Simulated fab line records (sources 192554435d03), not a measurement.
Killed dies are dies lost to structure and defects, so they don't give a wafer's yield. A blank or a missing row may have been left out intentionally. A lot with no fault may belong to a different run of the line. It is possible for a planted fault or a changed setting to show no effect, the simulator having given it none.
One fault through the eyes of 2 desks    flow n5_finfet    only its own numbers are on each desk; what lay behind them is given at the end

== FROM THE METROLOGY DESK ==
What the gauges read for every lot (on any tool): the sampled wafers with a number, averaged. The brackets show how far a lot's mean lies from the usual mean; more than 4 standard deviations puts the lot out of limits, marked OUT. Shown here are 7 of its 10 readings, the ones lying furthest out on some lot.
Columns: A = DIBL_N at N5_BEOL_M4_RC_MEAS_101, usual 37.1 mV/V; B = IOFF_P at N5_BEOL_M4_RC_MEAS_101, usual 0.22 nA/um; C = ION_N at N5_BEOL_M4_RC_MEAS_101, usual 680 uA/um; D = ION_P at N5_BEOL_M4_RC_MEAS_101, usual 464 uA/um; E = SS_P at N5_BEOL_M4_RC_MEAS_101, usual 73.6 mV/dec; F = VT_N at N5_BEOL_M4_RC_MEAS_101, usual 248.9 mV; G = VT_P at N5_BEOL_M4_RC_MEAS_101, usual -251 mV
lot   first seen here  A     B     C    D    E     F      G
L556  day 9 10:14      36.3  0.25  686  469  73.6  247.5  -247
L552  day 9 21:03      38.5  0.23  687  464  73.4  247.8  -249
L560  day 10 03:49     36.6  0.17  664  455  73.3  253.4  -257
L561  day 10 19:17     36.2  0.21  681  467  73.3  249.9  -251
L564  day 11 19:04     38.1  0.22  679  458  74.4  248.9  -252
L572  day 14 01:49     36.4  0.21  672  465  72.9  251.0  -251
L573  day 14 06:01     37.7  0.22  680  464  73.6  246.8  -251
L574  day 14 10:52     39.2  0.23  674  462  74.1  249.3  -248
L575  day 14 13:47     37.7  0.26  686  469  73.2  247.1  -244
This desk's finding: nothing out of limits on any of the 9 lots.

== FOR THE TOOL OWNER'S DESK: rie_diel-06 ==
The tool's own readings at N5_BEOL_M3_ETCH_41 (etches SiCN in CH3F/O2, target depth 29.9 nm, time 52.5 s): means of the sampled wafers that have a number, for each lot that ran on this tool. The brackets show how far a lot's mean lies from the usual mean; more than 4 standard deviations puts the lot out of limits, marked OUT.
Columns: A = drypump_motor_current_A at N5_BEOL_M3_ETCH_41, usual 5.8 A; B = oes_product_au at N5_BEOL_M3_ETCH_41, usual 0.82 a.u.; C = rf_vpp_V at N5_BEOL_M3_ETCH_41, usual 297.7 V; D = showerhead_plenum_p_Torr at N5_BEOL_M3_ETCH_41, usual 2.03 Torr; E = throttle_valve_pct at N5_BEOL_M3_ETCH_41, usual 16.31 %
lot   first seen here  A    B     C      D     E
L556  day 8 15:31      5.9  0.88  296.9  2.02  16.18
L560  day 9 11:43      5.9  0.88  299.4  2.09  16.04
L561  day 9 20:22      5.9  0.82  297.5  2.02  16.22
L564  day 10 15:17     5.9  1.00  299.7  2.08  16.06
This desk's finding: nothing out of limits on any of the 4 lots.

== ALL TOGETHER ==
Nothing out of limits was seen by the metrology desk.
The tool owner's desk saw nothing out of limits.

== WHAT THE SIMULATOR HAD PUT IN ==
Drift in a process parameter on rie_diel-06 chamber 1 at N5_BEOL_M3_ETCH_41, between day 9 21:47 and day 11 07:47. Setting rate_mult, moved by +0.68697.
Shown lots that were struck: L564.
